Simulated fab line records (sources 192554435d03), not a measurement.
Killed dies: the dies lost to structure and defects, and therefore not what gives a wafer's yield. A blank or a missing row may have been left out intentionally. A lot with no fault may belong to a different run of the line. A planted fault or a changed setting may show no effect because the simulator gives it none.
fab line records	flow n5Finfet
[record] lots = 7	wafers = 39
route steps=1938 shown BEOL_M5@1116 BEOL_M8@1386 BEOL_M9@1401
startH: the number of hours between the record's first day and the start of the first shown wafer of the lot	waitH: hours elapsed since this lot's preceding step	" repeats the value in the row above	L1.1+2: one row covering several wafers at once	- no value, or no start was given	* or withheld: withheld	< > ~ a bound
route shown NAME@n: a module of which the file shows steps, and the number in the route of the first	usual: mean/standard deviation of fault-free wafers	same: alike in all rows	chamber/n: place in a boat	sites: readings site by site	_std_site: standard deviation of those values	_edge_site: the outer-site mean with the inner-site mean subtracted	radiusMm: for every site, how far away it sits from the centre of the wafer	mask NAME#n: copy n	behind: the tool/chamber that last shaped the wafer	hold: why the lot went on hold/how many hours it stayed there/how the hold came to an end	device: the n, p or np transistor that did not switch	end of line: the route-end tests of the same wafers	for a step that has no rows: nothing shown but its recipe	killed: count of dies lost to structure and defects at first sort (not the wafer's yield)	map: per-die view of a wafer (x killed, . not killed, _ where there is no die)
set.NAME: setting as actually run; set.NAME@STEP: the setting as run at that earlier step	model.NAME: the simulator's own value behind a step, which no gauge read
lots run with intentionally changed settings; tables by step, rows by wafer
[[steps]]
[step N5_BEOL_M5_HM_DEP_02]
[recipe] material = TiN	targetThkA = 200	tempC = 25	chamberPressurePa = 0.49996
lot.wafer	tool	chamber	startH	waitH	set.targetThkA	model.TiN_of_BEOL_M5_HM_DEP_02.thkNm
L078.1+3	pvdSputter-03	-	221.07	0.5	231	23
L078.2	"	-	"	"	231	23.2
L078.4+6	"	-	"	"	200	20
L078.5	"	-	"	"	200	19.6
L074.1+2+4	pvdSputter-01	-	223.73	0.9	90.85	8.8
L074.3	"	-	"	"	200	19.8
L074.5	"	-	"	"	200	20.2
L074.6	"	-	"	"	200	20
L082.1	pvdSputter-01	-	258.36	2.1	283.8	28.6
L082.2	"	-	"	"	200	19.8
L082.3	"	-	"	"	200	20
L082.4	"	-	"	"	283.8	28.2
L082.5	"	-	"	"	283.8	28.4
L082.6	"	-	"	"	200	20.2
L086.1	pvdSputter-03	-	282.17	1.2	162.1	16.2
L086.2	"	-	"	"	200	20
L086.3	"	-	"	"	162.1	16
L086.4	"	-	"	"	200	19.6
L086.5	"	-	"	"	162.1	15.8
L086.6	"	-	"	"	200	20.2
L089.1+2	pvdSputter-03	-	308.00	0.3	200	19.8
L089.3+4+6	"	-	"	"	200	20
L089.5	"	-	"	"	200	20.2
L092.2+3	pvdSputter-02	-	325.72	0.7	200	19.6
L092.5	"	-	"	"	200	19.4
L095.1+2+3+6	pvdSputter-03	-	354.74	0.4	200	19.8
L095.4	"	-	"	"	200	20
L095.5	"	-	"	"	200	19.6
[step N5_BEOL_M5_COAT_59]
[recipe] resist = SOC	tempC = 250	timeS = 60	spinRpm = 1500	resistThkNm = 60
[step N5_BEOL_M5_COAT_60]
[recipe] resist = SiARC	tempC = 220	timeS = 60	spinRpm = 1500	resistThkNm = 12
[step N5_BEOL_M5_STRIP_73]
[recipe] chemistry = N2/H2	tempC = 40	n2FlowSccm = 200	h2FlowSccm = 200	rfFrequencyHz = 6e+07
[step N5_BEOL_M5_STRIP_64]
[recipe] chemistry = CF4	resist = SiARC	powerW = 300	biasPowerW = 75	pressureMtorr = 50	cf4FlowSccm = 150	rfFrequencyHz = 6e+07
[step N5_BEOL_M5_HM_OPEN_17]
[recipe] chemistry = Cl2/BCl3	targetDepthA = 200	overetchA = 60	target = TiN	maskMaterial = SOC	ionEnergyEv = 150	pressureMtorr = 10	icpW = 1000	biasW = 126	Cl2_flow_sccm = 53.25	bcl3FlowSccm = 21.75	Ar_flow_sccm = 25
lot.wafer	tool	chamber	startH	waitH	set.targetThkA@BEOL_M5_HM_DEP_02	model.etch.depthNm
L078.1	rieMetal-02	1	221.95	0.0	231	23.07
L078.2	"	0	"	"	231	23.11
L078.3	"	1	"	"	231	22.91
L078.4	"	0	"	"	200	20.02
L078.5	"	1	"	"	200	19.67
L078.6	"	0	"	"	200	20.09
L074.1	rieMetal-02	1	224.57	0.0	90.85	8.865
L074.2	"	0	"	"	90.85	8.79
L074.3	"	0	"	"	200	19.89
L074.4	"	1	"	"	90.85	8.821
L074.5	"	1	"	"	200	20.14
L074.6	"	0	"	"	200	20.03
L082.1	rieMetal-02	1	259.77	0.0	283.8	26.64
L082.2	"	1	"	"	200	19.78
L082.3	"	1	"	"	200	19.98
L082.4	"	1	"	"	283.8	26.7
L082.5	"	1	"	"	283.8	26.6
L082.6	"	1	"	"	200	20.27
L086.1	rieMetal-01	0	282.96	0.0	162.1	16.13
L086.2	"	1	"	"	200	20.03
L086.3	"	0	"	"	162.1	16.03
L086.4	"	1	"	"	200	19.66
L086.5	"	0	"	"	162.1	15.77
L086.6	"	1	"	"	200	20.12
L089.1	rieMetal-02	1	308.89	0.0	200	19.82
L089.2	"	0	"	"	200	19.88
L089.3+6	"	0,1	"	"	200	19.99
L089.4	"	1	"	"	200	20.02
L089.5	"	0	"	"	200	20.17
L092.2	rieMetal-03	1	326.48	0.0	200	19.54
L092.3	"	0	"	"	200	19.63
L092.5	"	0	"	"	200	19.42
L095.1	rieMetal-01	0	355.51	0.0	200	19.74
L095.2	"	0	"	"	200	19.75
L095.3	"	0	"	"	200	19.76
L095.4	"	0	"	"	200	20.04
L095.5	"	0	"	"	200	19.6
L095.6	"	0	"	"	200	19.78
[step N5_BEOL_M8_CURE_75]
[recipe] tempC = 370	timeS = 120	ambient = DMADMS/He	material = SiCOH_lowk
[usual] lampPowerPct = 52.31/0.048
lot.wafer	tool	chamber	startH	waitH	set.timeS	lampPowerPct
L078.1	uvCure-03	2	258.52	0.0	120	52.21
L078.2	"	2	"	"	120	52.28
L078.3	"	2	"	"	120	52.26
L078.4	"	2	"	"	120	52.34
L078.5	"	2	"	"	120	52.23
L078.6	"	2	"	"	120	52.43
L074.1	uvCure-01	0	261.51	0.0	81.88	52.34
L074.2	"	0	"	"	120	52.31
L074.3	"	0	"	"	120	52.34
L074.4	"	0	"	"	81.88	52.36
L074.5	"	0	"	"	81.88	52.29
L074.6	"	0	"	"	120	52.37
L082.1	uvCure-03	1	290.83	0.0	155.6	50.74
L082.2	"	1	"	"	120	52.36
L082.3	"	1	"	"	155.6	50.76
L082.4	"	1	"	"	120	52.39
L082.5	"	1	"	"	120	52.36
L082.6	"	1	"	"	155.6	50.81
L086.1	uvCure-03	2	316.80	0.0	187.9	49.45
L086.2	"	2	"	"	120	52.36
L086.3	"	2	"	"	187.9	49.26
L086.4	"	2	"	"	120	52.22
L086.5	"	2	"	"	120	52.29
L086.6	"	2	"	"	187.9	49.37
L089.1	uvCure-03	2	342.06	0.0	120	52.37
L089.2	"	2	"	"	100.3	52.38
L089.3	"	2	"	"	120	52.34
L089.4	"	2	"	"	120	52.32
L089.5	"	2	"	"	100.3	52.28
L089.6	"	2	"	"	100.3	52.34
L092.2	uvCure-02	0	361.24	0.1	120	52.33
L092.3	"	0	"	"	120	52.28
L092.5	"	0	"	"	120	52.25
L095.1	uvCure-01	0	388.71	0.0	147.4	51.07
L095.2	"	0	"	"	120	52.31
L095.3	"	0	"	"	120	52.35
L095.4	"	0	"	"	147.4	51.14
L095.5	"	0	"	"	147.4	51.17
L095.6	"	0	"	"	120	52.32
[step N5_BEOL_M9_ILD_DEP_00]
[recipe] material = SiCOH_lowk	targetThkA = 3085.1	tempC = 300	precursor = DEMS/porogen	pressureTorr = 5	rfW = 500	timeS = 58
lot.wafer	tool	chamber	startH	waitH	set.timeS	model.SiCOH_lowk_of_BEOL_M9_ILD_DEP_00.thkNm
L078.1	pecvd-02	0	260.62	0.0	58	305
L078.2	"	1	"	"	58	302
L078.3	"	2	"	"	58	305.6
L078.4	"	2	"	"	58	312.2
L078.5	"	1	"	"	58	308.6
L078.6	"	0	"	"	58	307.6
L074.1	pecvd-02	1	263.65	0.0	58	302.2
L074.2	"	0	"	"	58	303.2
L074.3	"	2	"	"	58	308.8
L074.4	"	2	"	"	58	311.6
L074.5	"	1	"	"	58	306.2
L074.6	"	0	"	"	58	309.4
L082.1	pecvd-02	0	293.54	0.0	74.29	387.8
L082.2	"	1	"	"	74.29	392.2
L082.3	"	2	"	"	58	307
L082.4	"	0	"	"	58	309.8
L082.5	"	1	"	"	74.29	393.2
L082.6	"	2	"	"	58	311.4
L086.1	pecvd-02	1	319.75	0.0	58	300.2
L086.2	"	0	"	"	58	302.2
L086.3	"	2	"	"	31.54	169
L086.4	"	0	"	"	58	305.2
L086.5	"	1	"	"	31.54	163
L086.6	"	2	"	"	31.54	170.4
L089.1	pecvd-03	0	344.79	0.0	73.97	387.6
L089.2	"	2	"	"	73.97	389.8
L089.3	"	1	"	"	73.97	389.4
L089.4	"	2	"	"	58	309
L089.5	"	0	"	"	58	312.4
L089.6	"	1	"	"	58	312.6
L092.2	pecvd-04	1	364.20	0.0	58	302.8
L092.3	"	1	"	"	58	310.6
L092.5	"	1	"	"	58	312.8
L095.1	pecvd-04	2	391.41	0.0	41.62	222.2
L095.2	"	0	"	"	58	308.8
L095.3	"	1	"	"	58	308.2
L095.4	"	1	"	"	41.62	225
L095.5	"	2	"	"	58	311.6
L095.6	"	0	"	"	41.62	228.4
[step N5_BEOL_M9_CURE_71]
[recipe] tempC = 385	timeS = 240	ambient = He/Ar	material = SiCOH_lowk
lot.wafer	tool	chamber	startH	waitH	set.timeS@BEOL_M9_ILD_DEP_00	model.SiCOH_lowk_of_BEOL_M9_ILD_DEP_00.thkNm
L078.1	uvCure-02	2	260.70	0.0	58	265
L078.2	"	2	"	"	58	262.2
L078.3	"	2	"	"	58	265.4
L078.4	"	2	"	"	58	271.2
L078.5	"	2	"	"	58	268
L078.6	"	2	"	"	58	267.2
L074.1	uvCure-02	2	263.78	0.1	58	262.4
L074.2	"	2	"	"	58	263.4
L074.3	"	2	"	"	58	268.2
L074.4	"	2	"	"	58	270.8
L074.5	"	2	"	"	58	266
L074.6	"	2	"	"	58	268.8
L082.1	uvCure-02	2	293.63	0.1	74.29	338.4
L082.2	"	2	"	"	74.29	342.4
L082.3	"	2	"	"	58	266.6
L082.4	"	2	"	"	58	269.2
L082.5	"	2	"	"	74.29	343.2
L082.6	"	2	"	"	58	270.6
L086.1	uvCure-03	1	319.83	0.0	58	260.6
L086.2	"	1	"	"	58	262.4
L086.3	"	1	"	"	31.54	145.6
L086.4	"	1	"	"	58	265
L086.5	"	1	"	"	31.54	140.4
L086.6	"	1	"	"	31.54	146.8
L089.1	uvCure-01	2	344.87	0.0	73.97	338.2
L089.2	"	2	"	"	73.97	340.2
L089.3	"	2	"	"	73.97	339.8
L089.4	"	2	"	"	58	268.4
L089.5	"	2	"	"	58	271.4
L089.6	"	2	"	"	58	271.6
L092.2	uvCure-03	1	364.40	0.2	58	263
L092.3	"	1	"	"	58	269.8
L092.5	"	1	"	"	58	271.8
L095.1	uvCure-01	0	391.49	0.0	41.62	192
L095.2	"	0	"	"	58	268.4
L095.3	"	0	"	"	58	267.8
L095.4	"	0	"	"	41.62	194.6
L095.5	"	0	"	"	58	270.8
L095.6	"	0	"	"	41.62	197.4
[step N5_BEOL_M9_THK_MEAS_01]
[recipe] reads = SiCOH_lowk_of_BEOL_M9_ILD_DEP_00
[usual] M9_ILD_THK = 267/3.6
lot.wafer	tool	chamber	startH	waitH	set.timeS@BEOL_M9_ILD_DEP_00	M9_ILD_THK[nm]
L078.1	filmMetro-01	-	261.21	0.4	58	265
L078.2	"	-	"	"	58	262
L078.3	"	-	"	"	58	265
L078.4	"	-	"	"	58	271
L078.5	"	-	"	"	58	268
L078.6	"	-	"	"	58	267
L074.1	filmMetro-01	-	264.30	0.4	58	263
L074.2	"	-	"	"	58	264
L074.3	"	-	"	"	58	268
L074.4	"	-	"	"	58	271
L074.5	"	-	"	"	58	266
L074.6	"	-	"	"	58	269
L082.1	filmMetro-02	-	294.14	0.4	74.29	338
L082.2	"	-	"	"	74.29	343
L082.3	"	-	"	"	58	267
L082.4	"	-	"	"	58	269
L082.5	"	-	"	"	74.29	343
L082.6	"	-	"	"	58	271
L086.1	filmMetro-02	-	320.34	0.4	58	261
L086.2	"	-	"	"	58	263
L086.3	"	-	"	"	31.54	146
L086.4	"	-	"	"	58	265
L086.5	"	-	"	"	31.54	140
L086.6	"	-	"	"	31.54	147
L089.1	filmMetro-02	-	345.38	0.4	73.97	338
L089.2	"	-	"	"	73.97	340
L089.3	"	-	"	"	73.97	340
L089.4	"	-	"	"	58	268
L089.5	"	-	"	"	58	271
L089.6	"	-	"	"	58	271
L092.2	filmMetro-02	-	364.85	0.4	58	263
L092.3	"	-	"	"	58	270
L092.5	"	-	"	"	58	271
L095.1	filmMetro-01	-	392.00	0.4	41.62	192
L095.2	"	-	"	"	58	268
L095.3	"	-	"	"	58	268
L095.4	"	-	"	"	41.62	194
L095.5	"	-	"	"	58	271
L095.6	"	-	"	"	41.62	198
[[key]]
[split] step = N5_BEOL_M5_HM_DEP_02	setting = targetThkA	stated = 200	by = wafer
[response] step = N5_BEOL_M5_HM_DEP_02	reading = model.TiN_of_BEOL_M5_HM_DEP_02.thkNm	change = +0.204	per = 1%	r = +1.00
[response] step = N5_BEOL_M5_HM_OPEN_17	reading = model.etch.depthNm	change = +0.19	per = 1%	r = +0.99
[split] step = N5_BEOL_M8_CURE_75	setting = timeS	stated = 120	by = wafer
[response] step = N5_BEOL_M8_CURE_75	reading = lampPowerPct	shape = bent	atLowest = *	atStated = *	atHighest = *
[split] step = N5_BEOL_M9_ILD_DEP_00	setting = timeS	stated = 58	by = wafer
[response] step = N5_BEOL_M9_ILD_DEP_00	reading = model.SiCOH_lowk_of_BEOL_M9_ILD_DEP_00.thkNm	change = +2.93	per = 1%	r = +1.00
[response] step = N5_BEOL_M9_CURE_71	reading = model.SiCOH_lowk_of_BEOL_M9_ILD_DEP_00.thkNm	change = +2.58	per = 1%	r = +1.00
[response] step = N5_BEOL_M9_THK_MEAS_01	reading = M9_ILD_THK	change = +2.59	per = 1%	r = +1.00
